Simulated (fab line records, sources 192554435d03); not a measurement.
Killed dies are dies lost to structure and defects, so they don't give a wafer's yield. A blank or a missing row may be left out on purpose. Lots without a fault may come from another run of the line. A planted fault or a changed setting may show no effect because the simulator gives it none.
Split-lot experiment | flow n5_finfet | 7 lots, 39 wafers read, on a route of 1938 steps

THE SPLIT
At N5_DUMMY_GATE_ETCH_37 (etches SOC in N2/H2, target depth 60 nm, overetch 30 nm), the setting source_w was moved away from the recipe's 840 W on 12 of the 39 wafers read, by -17.3% to +16.5%. The other wafers ran this setting at the recipe's value.

The reading is taken at the split's own step.

THE READING
rf_vpp_V, in V, at N5_DUMMY_GATE_ETCH_37 (etches SOC in N2/H2, target depth 60 nm, overetch 30 nm). Fault-free wafers of this fab line usually give 524 V, standard deviation 3.1 V.

wafer  | tool, chamber at the split | source_w as run, W | against the recipe | rf_vpp_V, V | against lot-mates on the recipe
L074.1 | rie_diel-02, 3             | 840                | recipe             | 527         | -
L074.5 | rie_diel-02, 3             | 840                | recipe             | 527         | -
L074.6 | rie_diel-02, 2             | 840                | recipe             | 524         | -
L076.1 | rie_diel-06, 0             | 694.4              | -17.3%             | 558         | +35
L076.2 | rie_diel-06, 2             | 840                | recipe             | 528         | -
L076.3 | rie_diel-06, 1             | 694.4              | -17.3%             | 558         | +35
L076.4 | rie_diel-06, 3             | 840                | recipe             | 518         | -
L076.5 | rie_diel-06, 2             | 694.4              | -17.3%             | 562         | +39
L076.6 | rie_diel-06, 1             | 840                | recipe             | 523         | -
L077.1 | rie_diel-06, 2             | 840                | recipe             | 529         | -
L077.2 | rie_diel-06, 3             | 840                | recipe             | 518         | -
L077.3 | rie_diel-06, 1             | 840                | recipe             | 524         | -
L077.4 | rie_diel-06, 0             | 840                | recipe             | 525         | -
L077.5 | rie_diel-06, 2             | 840                | recipe             | 529         | -
L077.6 | rie_diel-06, 3             | 840                | recipe             | 517         | -
L081.1 | rie_diel-05, 3             | 884                | +5.2%              | 516         | -11
L081.2 | rie_diel-05, 1             | 884                | +5.2%              | 516         | -11
L081.3 | rie_diel-05, 0             | 840                | recipe             | 526         | -
L081.4 | rie_diel-05, 2             | 840                | recipe             | 529         | -
L081.5 | rie_diel-05, 0             | 884                | +5.2%              | 517         | -10
L081.6 | rie_diel-05, 3             | 840                | recipe             | 527         | -
L088.1 | rie_diel-05, 3             | 741.9              | -11.7%             | 548         | +21
L088.2 | rie_diel-05, 2             | 840                | recipe             | 528         | -
L088.3 | rie_diel-05, 1             | 741.9              | -11.7%             | 548         | +21
L088.4 | rie_diel-05, 0             | 840                | recipe             | 524         | -
L088.5 | rie_diel-05, 2             | 840                | recipe             | 530         | -
L088.6 | rie_diel-05, 1             | 741.9              | -11.7%             | 547         | +20
L089.1 | rie_diel-02, 1             | 978.5              | +16.5%             | 495         | -29
L089.2 | rie_diel-02, 0             | 978.5              | +16.5%             | 498         | -26
L089.3 | rie_diel-02, 2             | 840                | recipe             | 524         | -
L089.4 | rie_diel-02, 2             | 840                | recipe             | 523         | -
L089.5 | rie_diel-02, 0             | 840                | recipe             | 524         | -
L089.6 | rie_diel-02, 1             | 978.5              | +16.5%             | 495         | -29
L097.1 | rie_diel-05, 0             | 840                | recipe             | 526         | -
L097.2 | rie_diel-05, 3             | 840                | recipe             | 524         | -
L097.3 | rie_diel-05, 2             | 840                | recipe             | 527         | -
L097.4 | rie_diel-05, 1             | 840                | recipe             | 524         | -
L097.5 | rie_diel-05, 2             | 840                | recipe             | 527         | -
L097.6 | rie_diel-05, 1             | 840                | recipe             | 526         | -

THE FIT
A straight line over all 39 wafers: rf_vpp_V changes by -1.87 V for each +1% of source_w; r = -0.98; the points scatter about the line by 3 V.
The same after taking each lot's own level away (the mean of its wafers on the recipe; 39 wafers): -1.87 V for each +1%; r = -0.98; scatter 3 V.
On that fit, the largest move of source_w shifts the reading by 32 V.
The lots' own levels span 523.0 to 527.3 V, that is 1.4 times the standard deviation above.
So the lot-to-lot level changes the slope little: the two slopes agree.
Check: with one of the wafers moved furthest among these (-17.3%) left out of the fit, the line predicts +32.4 V for it against its lot-mates. It came out at +35 V against them.
Tool readings at the split's step, against how far the setting was moved: rf_vpp_V r = -0.98.

OTHER SPLITS ON THESE WAFERS
These wafers also went through other splits before the reading. Each is held against what the fit with the lots' levels taken away leaves over:
other split on the same wafers | wafers away from the commonest value | r with rf_vpp_V (lot level and that fit taken away)
N5_FIN_CUT_CUT_ETCH_15 time_s  | 15                                   | +0.24

THE FILE'S OWN FIT
rf_vpp_V changes by -1.87 V for each +1% of source_w, r = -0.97.
